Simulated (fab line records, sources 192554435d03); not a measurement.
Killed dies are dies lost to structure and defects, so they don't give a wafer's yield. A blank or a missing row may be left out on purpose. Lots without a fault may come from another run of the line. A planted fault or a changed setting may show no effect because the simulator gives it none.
Split-lot experiment | flow n5_finfet | 7 lots, 21 wafers read, on a route of 1938 steps

THE SPLIT
At N5_BEOL_M0_ETCH_109 (etches SiCN in CH3F/O2, target depth 8 nm, overetch 2.4 nm, time 27.4 s), the setting bias_w was moved away from the recipe's 75 W on 6 of the 21 wafers read, by -12.2% to +14.1%. The other wafers ran this setting at the recipe's value.

The reading is taken at the split's own step.

THE READING
rf_vpp_V, in V, at N5_BEOL_M0_ETCH_109 (etches SiCN in CH3F/O2, target depth 8 nm, overetch 2.4 nm, time 27.4 s). Fault-free wafers of this fab line usually give 297.5 V, standard deviation 1.2 V.

wafer  | tool, chamber at the split | bias_w as run, W | against the recipe | rf_vpp_V, V | against lot-mates on the recipe
L078.3 | rie_diel-04, 1             | 75               | recipe             | 298.9       | -
L078.5 | rie_diel-04, 0             | 75               | recipe             | 296.5       | -
L078.6 | rie_diel-04, 3             | 75               | recipe             | 298.5       | -
L081.1 | rie_diel-01, 2             | 85.56            | +14.1%             | 323.3       | +27.1
L081.2 | rie_diel-01, 1             | 75               | recipe             | 295.5       | -
L081.4 | rie_diel-01, 3             | 75               | recipe             | 297.0       | -
L084.1 | rie_diel-03, 0             | 75               | recipe             | 297.2       | -
L084.3 | rie_diel-03, 2             | 75               | recipe             | 297.7       | -
L084.5 | rie_diel-03, 3             | 75               | recipe             | 296.9       | -
L083.2 | rie_diel-03, 2             | 75               | recipe             | 296.7       | -
L083.5 | rie_diel-03, 0             | 75               | recipe             | 297.1       | -
L083.6 | rie_diel-03, 2             | 75               | recipe             | 296.8       | -
L082.1 | rie_diel-03, 3             | 65.86            | -12.2%             | 273.9       | -23.0
L082.3 | rie_diel-03, 0             | 65.86            | -12.2%             | 275.4       | -21.5
L082.6 | rie_diel-03, 2             | 75               | recipe             | 296.9       | -
L096.2 | rie_diel-01, 0             | 75               | recipe             | 299.9       | -
L096.3 | rie_diel-01, 1             | 79.96            | +6.6%              | 308.6       | +8.4
L096.6 | rie_diel-01, 0             | 75               | recipe             | 300.6       | -
L097.2 | rie_diel-01, 3             | 75               | recipe             | 297.8       | -
L097.3 | rie_diel-01, 0             | 84.41            | +12.5%             | 322.3       | +24.5
L097.4 | rie_diel-01, 1             | 84.41            | +12.5%             | 319.9       | +22.1

THE FIT
A straight line over all 21 wafers: rf_vpp_V changes by +1.86 V for each +1% of bias_w; r = +0.99; the points scatter about the line by 1.3 V.
The same after taking each lot's own level away (the mean of its wafers on the recipe; 21 wafers): +1.83 V for each +1%; r = +1.00; scatter 1.1 V.
On that fit, the largest move of bias_w shifts the reading by 26 V.
The lots' own levels span 296.25 to 300.25 V, that is 3.3 times the standard deviation above.
So the lot-to-lot level changes the slope little: the two slopes agree.
Check: with one of the wafers moved furthest among these (+14.1%) left out of the fit, the line predicts +25.3 V for it against its lot-mates. It came out at +27.1 V against them.
Tool readings at the split's step, against how far the setting was moved: rf_vpp_V r = +0.99.

THE FILE'S OWN FIT
rf_vpp_V changes by +1.83 V for each +1% of bias_w, r = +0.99.
